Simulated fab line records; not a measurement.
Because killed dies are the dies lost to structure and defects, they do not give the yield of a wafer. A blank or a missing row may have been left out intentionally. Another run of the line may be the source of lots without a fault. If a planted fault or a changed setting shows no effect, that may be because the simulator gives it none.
fab line records | flow nandHarc
[record] lots = 7 wafers = 21 lastDay = 24
route steps=1159 shown A_STAIRCASE@640 END@1159
lots untouched by any fault: they come from a run of this same line in which no faults occurred
startH: start of the lot's first displayed wafer, in hours after the record's first day | waitH: hours since the lot's step before | " repeats the value in the row above | L1.1+2: several wafers, shown together as one row | - no value, or no start was given | * or withheld: withheld | < > ~ a bound
route shown NAME@n: a module of which the file shows steps, and the number in the route of the first | usual: the fault-free wafers' mean and standard deviation | same: alike in all rows | chamber/n: place in a boat | sites: the reading at each site | _std_site: standard deviation across them | _edge_site: mean of outer sites minus mean of inner sites | radiusMm: how far each site lies from the wafer's centre | mask NAME#n: copy n | behind: the tool/chamber that last shaped the wafer | hold: reason for holding the lot/hours on hold/outcome of the hold | device: transistor that didn't switch, given as n, p or np | end of line: tests of these same wafers at the route's end | for a step that has no rows: nothing shown but its recipe | killed: the dies lost at the first sort to structure and to defects; this is not the yield of the wafer | map: dies across one wafer; x = killed, . = not, _ = none there
set.NAME: the run value of the setting; set.NAME@STEP: its run value at that earlier step | model.NAME: the simulator's own value behind a step, which no gauge read
certain route steps with their lots: each step a table, each wafer a row
services: when a tool's chamber went out of use (startH, in hours from the record's first day, below 0 if earlier), for how many hours, and the reason
[[steps]]
[step NHARC_A_STAIRCASE_EBR_246]
[step NHARC_A_STAIRCASE_EXPOSE_247]
[recipe] na = 0.5 doseMj = 25.34 maskId = SDS_1
[step NHARC_A_STAIRCASE_PEB_248]
[recipe] pebTempC = 115 pebTimeS = 130
[step NHARC_A_STAIRCASE_DEVELOP_249]
[recipe] timeS = 140
[step NHARC_A_STAIRCASE_HARDBAKE_251]
[recipe] tempC = 120 timeS = 140
[step NHARC_A_STAIRCASE_DESCUM_252]
[recipe] timeS = 3 o2FlowSccm = 200 arFlowSccm = 0 biasPowerW = 0 chemistry = O2
[usual] drypumpMotorCurrentA = 5.6/0.6 mfcArSccm = 0.002/0.0033 oesProductAu = 0.997/0.011 rfVppV = 57.9/0.85 showerheadPlenumPTorr = 1.94/0.093 throttleValvePct = 11.311/0.0087
// columns lot.wafer tool chamber startH waitH drypumpMotorCurrentA mfcArSccm oesProductAu rfHoursCounterH rfVppV showerheadPlenumPTorr throttleValvePct
L583.3 rieDiel-07 2 277.18 - 6.6 0 1.023 13 58.9 1.89 11.309
L583.4 " 0 " " 5.1 0 0.986 12 57.6 2.07 11.325
L583.5 " 2 " " 6.6 0 1.030 - 58.3 1.89 11.320
L586.2 rieDiel-07 1 299.89 - 4.9 0 0.999 21 57.3 1.95 11.312
L586.3 " 3 " " 5.1 0 1.008 19 57.5 1.93 11.315
L586.5 " 0 " " 5.0 0 0.994 - 58.1 2.07 11.306
L588.1 rieDiel-07 0 302.73 - 5.1 0 0.984 21 57.4 2.07 11.323
L588.3 " 2 " " 6.6 0 1.008 21 57.2 1.89 11.302
L588.5 " 1 " " 4.9 0 0.988 - 58.3 1.95 11.323
L587.4 rieDiel-13 2 308.59 - 5.8 0.009 0.998 10 56.5 2.05 11.314
L587.3 " 3 " " 5.2 0 1.007 10 56.5 1.88 11.322
L587.5 " 1 " " 5.9 0.008 1.005 - 56.0 1.80 11.306
L592.1 rieDiel-07 1 333.25 - 4.9 0 0.976 36 57.3 1.95 11.312
L592.4 " 0 " " 5.1 0 0.987 33 58.5 2.06 11.309
L592.5 " 2 " " 6.6 0 1.002 - 58.5 1.88 11.324
L593.2 rieDiel-13 2 341.18 - 5.8 0.009 0.982 20 57.3 2.05 11.306
L593.3 " 3 " " 5.2 0 1.002 20 59.3 1.88 11.320
L593.5 " 2 " " 5.8 0.009 0.990 - 58.2 2.05 11.311
L598.3 rieDiel-07 1 367.78 - 4.9 0 0.977 52 57.9 1.94 11.305
L598.6 " 0 " " 5.1 0 1.006 - 59.2 2.06 11.307
L598.4 " 3 " " 5.1 0 0.995 - 57.3 1.92 11.289
[step NHARC_A_STAIRCASE_ETCH_253]
[recipe] targetDepthA = 500 timeS = 20.2 ionEnergyEv = 400 c4f8FlowSccm = 20 o2FlowSccm = 10 arFlowSccm = withheld rfW = 600 biasW = 1000 chemistry = C4F8/O2
[usual] oesProductAu = 0.948/0.02 rfVppV = 897/5.8
// columns lot.wafer tool chamber startH waitH oesProductAu rfHoursCounterH rfVppV
L583.4 rieDiel-07 1 277.27 0.1 0.967 13 898
L583.3 " 3 " " 0.961 12 898
L583.5 " 2 " " 0.977 - 894
L586.3 rieDiel-07 1 299.97 0.1 0.914 21 899
L586.2 " 2 " " 0.934 21 894
L586.5 " 3 " " 0.924 - 898
L588.3 rieDiel-07 0 302.82 0.1 0.957 21 905
L588.1 " 2 " " 0.992 21 892
L588.5 " 0 " " 0.965 - 905
L587.3 rieDiel-13 0 308.66 0.1 0.953 10 905
L587.4 " 2 " " 0.976 10 903
L587.5 " 1 " " 0.956 - 889
L592.4 rieDiel-07 0 333.35 0.1 0.943 33 905
L592.1 " 1 " " 0.937 36 898
L592.5 " 2 " " 0.969 - 895
L593.3 rieDiel-13 1 341.40 0.2 0.949 21 888
L593.2 " 2 " " 0.924 20 903
L593.5 " 0 " " 0.945 - 905
L598.3 rieDiel-07 1 367.88 0.1 0.915 52 897
L598.4 " 1 " " 0.910 - 898
L598.6 " 3 " " 0.917 - 897
[step NHARC_A_STAIRCASE_STRIP_254]
[recipe] powerW = 1500 tempC = 250 chemistry = O2
[usual] drypumpMotorCurrentA = 5.64/0.28 heaterPowerW = 305/16
// columns lot.wafer tool chamber startH waitH drypumpMotorCurrentA heaterPowerW rfHoursCounterH
L583.4 plasmaAsher-02 1 277.47 - 5.66 302 -
L583.3 " 0 " " 5.98 281 -
L583.5 " 1 " " 5.66 304 -
L586.2 plasmaAsher-02 0 301.52 - 5.99 282 42
L586.3 " 0 " " 5.99 277 -
L586.5 " 1 " " 5.65 308 -
L588.1 plasmaAsher-02 1 302.90 - 5.65 306 43
L588.3 " 0 " " 5.95 279 -
L588.5 " 1 " " 5.66 319 -
L587.4 plasmaAsher-01 1 308.84 - 5.67 325 -
L587.3 " 0 " " 5.17 315 -
L587.5 " 0 " " 5.15 325 -
L592.1 plasmaAsher-02 0 333.50 - 5.97 283 55
L592.4 " 0 " " 5.95 281 -
L592.5 " 1 " " 5.65 310 -
L593.2 plasmaAsher-01 0 341.53 - 5.17 318 16
L593.3 " 1 " " 5.71 316 -
L593.5 " 0 " " 5.16 312 -
L598.3 plasmaAsher-01 0 368.06 - 5.19 318 -
L598.4 " 1 " " 5.70 323 -
L598.6 " 0 " " 5.20 322 -
[step NHARC_A_STAIRCASE_STRIP_255]
[recipe] timeS = 900 tempC = 130 chemistry = SPM
[step NHARC_A_STAIRCASE_PRECLEAN_256]
[recipe] timeS = * tempC = 50 bathAgeMin = 0 chemistry = SC1
[step NHARC_A_STAIRCASE_SRD_257]
[step NHARC_A_STAIRCASE_HM_DEP_456]
[recipe] targetThkA = 15000 tempC = 400 material = aC
[usual] throttleValvePct = 35.000/0.0095
// columns lot.wafer tool chamber startH waitH throttleValvePct
L583.3 aclDep-01 0 279.13 - 34.993
L583.4 " 0 " " 34.973
L583.5 " 0 " " 34.986
L586.2 aclDep-02 0 302.59 - 34.990
L586.3 " 0 " " 35.014
L586.5 " 0 " " 35.003
L588.1 aclDep-02 0 304.13 - 34.988
L588.3 " 0 " " 35.004
L588.5 " 0 " " 34.998
L588.1 aclDep-02 0 307.26 2.8 35.010
L588.3 " 0 " " 35.012
L588.5 " 0 " " 34.996
L587.3 aclDep-03 0 311.18 - 34.994
L587.4 " 0 " " 35.017
L587.5 " 0 " " 35.001
L587.3 aclDep-01 0 314.04 2.6 34.996
L587.4 " 0 " " 34.995
L587.5 " 0 " " 35.000
L592.1 aclDep-01 0 339.29 - 34.994
L592.4 " 0 " " 35.001
L592.5 " 0 " " 35.003
L593.2 aclDep-03 0 342.62 - 35.023
L593.3 " 0 " " 35.008
L593.5 " 0 " " 35.012
L593.2 aclDep-01 0 345.47 2.5 35.013
L593.3 " 0 " " 34.990
L593.5 " 0 " " 34.992
L598.3 aclDep-03 0 369.38 - 34.998
L598.4 " 0 " " 35.022
L598.6 " 0 " " 34.997
[step NHARC_A_STAIRCASE_DEP_259]
[recipe] targetThkA = 300 targetThkNm = 30 tempC = 400 pressureTorr = 3.5 flowSccm = 200 rfW = 350 material = SiON
[usual] heaterPowerOuterW = 483/75 heaterPowerW = 808/120
// columns lot.wafer tool chamber startH waitH heaterPowerOuterW heaterPowerW
L583.3 pecvd-04 1 280.43 1.0 402 721
L583.5 " 1 " " 399 730
L583.4 " 0 " " 631 1046
L586.3 pecvd-04 0 304.18 1.0 664 1075
L586.2 " 1 " " 456 809
L586.5 " 2 " " 447 741
L588.1 pecvd-04 0 309.42 1.8 654 1083
L588.3 " 2 " " 358 651
L588.5 " 1 " " 513 906
L587.4 pecvd-01 2 315.37 0.7 410 639
L587.3 " 1 " " 465 781
L587.5 " 2 " " 414 679
L592.1 pecvd-04 1 341.23 1.6 506 898
L592.5 " 1 " " 513 901
L592.4 " 2 " " 436 753
L593.3 pecvd-04 1 347.10 1.0 472 854
L593.2 " 2 " " 412 694
L593.5 " 0 " " 654 1039
L598.3 pecvd-04 1 370.66 1.0 426 757
L598.4 " 2 " " 456 761
L598.6 " 1 " " 421 772
[step NHARC_END_SORT_01]
[recipe] tempC = 25
[usual] killedAtArray = 28/10 killedAtOther = 0.6/1.1 killedAtPeriphery = 3.6/2.6 killedDies = 32/10 killedOpen = 3.3/1.8 killedShort = 1.9/1.4
[same] grossDies = 677
// columns lot.wafer tool chamber startH waitH killedAtArray killedAtOther killedAtPeriphery killedDies killedOpen killedShort
L586.2 prober-02 0 478.31 2.8 25 2 5 32 2 0
L586.3 prober-02 0 479.10 3.1 35 5 2 42 5 3
L586.5 prober-02 0 480.67 3.6 34 0 2 36 3 2
L588.1 prober-01 0 492.53 2.5 12 1 3 16 4 2
L588.3 prober-01 0 494.12 3.1 14 1 2 17 1 2
L588.5 prober-01 0 495.71 3.7 19 3 4 26 5 0
L587.3 prober-01 0 506.91 3.1 28 0 9 37 3 2
L587.4 prober-01 0 507.71 3.4 40 1 4 45 6 4
L587.5 prober-01 0 508.52 3.7 32 0 6 38 4 0
L592.1 prober-02 0 534.38 2.5 41 1 4 46 4 4
L592.4 prober-02 0 536.77 3.4 46 0 2 48 2 1
L592.5 prober-02 0 537.57 3.7 56 1 2 59 0 1
// killed by level:class
L586.2 A_SLIT:chamberFilmFlake=11 A_STAIRCASE:chamberFilmFlake=7 P_GATE:chamberFilmFlake=3 A_CHANNEL_HOLE_D1:chamberFilmFlake=3 A_WL_FILL:chamberFilmFlake=2 THIN_TSV:chamberFilmFlake=2 P_M2:geometricParticle:open=1 A_ONON_D1:geometricParticle:open=1
L586.3 A_SLIT:chamberFilmFlake=19 A_STAIRCASE:chamberFilmFlake=7 THIN_TSV:chamberFilmFlake=3 A_WL_FILL:geometricParticle:open=2 STARTING-WAFER:geometricParticle:short=2 A_WL_FILL:chamberFilmFlake=2 A_CONTACT:chamberFilmFlake=2 P_GATE:geometricParticle:open=1
L586.5 A_SLIT:chamberFilmFlake=15 A_STAIRCASE:chamberFilmFlake=4 A_CONTACT:chamberFilmFlake=4 A_CHANNEL_HOLE_D1:chamberFilmFlake=3 A_CONTACT:geometricParticle:short=2 A_BONDPAD:chamberFilmFlake=2 A_ONON_D1:geometricParticle:open=1 A_CHANNEL_FILL_D1:geometricParticle:open=1
L588.1 A_CHANNEL_HOLE_D1:chamberFilmFlake=5 A_WL_FILL:geometricParticle:open=3 A_WL_FILL:geometricParticle:short=2 P_ZERO_WELL:chamberFilmFlake=2 P_GATE:geometricParticle:open=1 A_STAIRCASE:chamberFilmFlake=1 A_CONTACT:chamberFilmFlake=1 THIN_TSV:chamberFilmFlake=1
L588.3 A_CONTACT:chamberFilmFlake=5 P_STI:chamberFilmFlake=2 A_CHANNEL_HOLE_D1:chamberFilmFlake=2 A_CHANNEL_FILL_D1:chamberFilmFlake=2 A_SLIT:geometricParticle:open=1 A_CONTACT:geometricParticle:short=1 STARTING-WAFER:geometricParticle:short=1 A_ZERO_WELL:chamberFilmFlake=1
L588.5 A_STAIRCASE:chamberFilmFlake=4 A_SLIT:chamberFilmFlake=4 P_ZERO_WELL:chamberFilmFlake=3 A_CHANNEL_HOLE_D1:chamberFilmFlake=3 THIN_TSV:chamberFilmFlake=3 A_M0:geometricParticle:open=2 A_CONTACT:chamberFilmFlake=2 A_ONON_D1:geometricParticle:open=1
L587.3 A_SLIT:chamberFilmFlake=11 A_CHANNEL_HOLE_D1:chamberFilmFlake=10 P_STI:chamberFilmFlake=6 P_GATE:geometricParticle:open=1 A_CHANNEL_FILL_D1:geometricParticle:short=1 A_WL_FILL:geometricParticle:short=1 A_CONTACT:geometricParticle:open=1 A_M0:geometricParticle:open=1
L587.4 A_CHANNEL_HOLE_D1:chamberFilmFlake=18 A_SLIT:chamberFilmFlake=7 A_CHANNEL_FILL_D1:geometricParticle:open=3 A_WL_FILL:geometricParticle:short=2 P_STI:chamberFilmFlake=2 A_ZERO_WELL:chamberFilmFlake=2 A_CONTACT:chamberFilmFlake=2 P_GATE:geometricParticle:short=1
L587.5 A_CHANNEL_HOLE_D1:chamberFilmFlake=17 A_SLIT:chamberFilmFlake=11 P_STI:chamberFilmFlake=4 P_CONTACT:geometricParticle:open=1 A_CHANNEL_FILL_D1:geometricParticle:open=1 A_BLC:geometricParticle:open=1 A_M0:geometricParticle:open=1 P_GATE:chamberFilmFlake=1
L592.1 A_CHANNEL_HOLE_D1:chamberFilmFlake=16 A_SLIT:chamberFilmFlake=11 A_CONTACT:chamberFilmFlake=6 P_M1:geometricParticle:short=3 A_CONTACT:geometricParticle:open=2 P_CONTACT:geometricParticle:open=1 A_CHANNEL_FILL_D1:geometricParticle:open=1 A_CONTACT:geometricParticle:short=1
L592.4 A_CHANNEL_HOLE_D1:chamberFilmFlake=19 A_SLIT:chamberFilmFlake=13 A_CONTACT:chamberFilmFlake=10 A_STAIRCASE:chamberFilmFlake=2 P_CONTACT:geometricParticle:short=1 P_CONTACT:geometricParticle:open=1 A_BLC:geometricParticle:open=1 A_ZERO_WELL:chamberFilmFlake=1
L592.5 A_CHANNEL_HOLE_D1:chamberFilmFlake=25 A_SLIT:chamberFilmFlake=11 A_CONTACT:chamberFilmFlake=11 A_STAIRCASE:chamberFilmFlake=5 A_WL_FILL:geometricParticle:short=1 P_GATE:chamberFilmFlake=1 P_BONDPAD:chamberFilmFlake=1 A_ZERO_WELL:chamberFilmFlake=1
[[services]]
// columns tool chamber startH hours kind
pecvd-01 - 262.27 2.1 repair
rieDiel-07 0 262.88 - clean
rieDiel-07 1 262.88 - clean
rieDiel-07 2 262.88 - clean
rieDiel-07 3 262.88 - clean
rieDiel-13 - 276.08 9.0 pm
plasmaAsher-01 - 276.63 9.0 pm
rieDiel-07 0 287.38 - clean
rieDiel-07 1 287.38 - clean
rieDiel-07 2 287.38 - clean
rieDiel-07 3 287.38 - clean
pecvd-01 - 288.33 1.3 repair
aclDep-01 - 294.72 13.0 pm
plasmaAsher-01 - 295.72 9.0 repair
pecvd-01 0 303.67 23.3 repair
rieDiel-07 0 311.88 - clean
rieDiel-07 1 311.88 - clean
rieDiel-07 2 311.88 - clean
rieDiel-07 3 311.88 - clean
rieDiel-07 0 336.38 - clean
rieDiel-07 1 336.38 - clean
rieDiel-07 2 336.38 - clean
aclDep-02 - 350.03 13.0 pm
plasmaAsher-02 - 360.21 9.0 pm
[[key]]
[firstSign] step = NHARC_A_STAIRCASE_HM_DEP_456 reading = visit direction = added
effect none on later readings
metAt NHARC_A_STAIRCASE_HM_DEP_456
struckWafers L587.3,L587.4,L587.5,L588.1,L588.3,L588.5,L593.2,L593.3,L593.5
testerLeftOut L587,L588,L593
[fault] kind = repeatedStepWhole tool = aclDep-01,aclDep-02,aclDep-03 chamber = - onsetH = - steps = NHARC_A_STAIRCASE_HM_DEP_456 times = 1 scope = struckLotsOnly
// testerLeftOut: of these lots the tester's yield and bins aren't shown, on N5 and GAA mostly nor the transistor test; their killed dies are dies lost to structure and defects alone, not to doping, threshold or leakage, so they don't give the yield
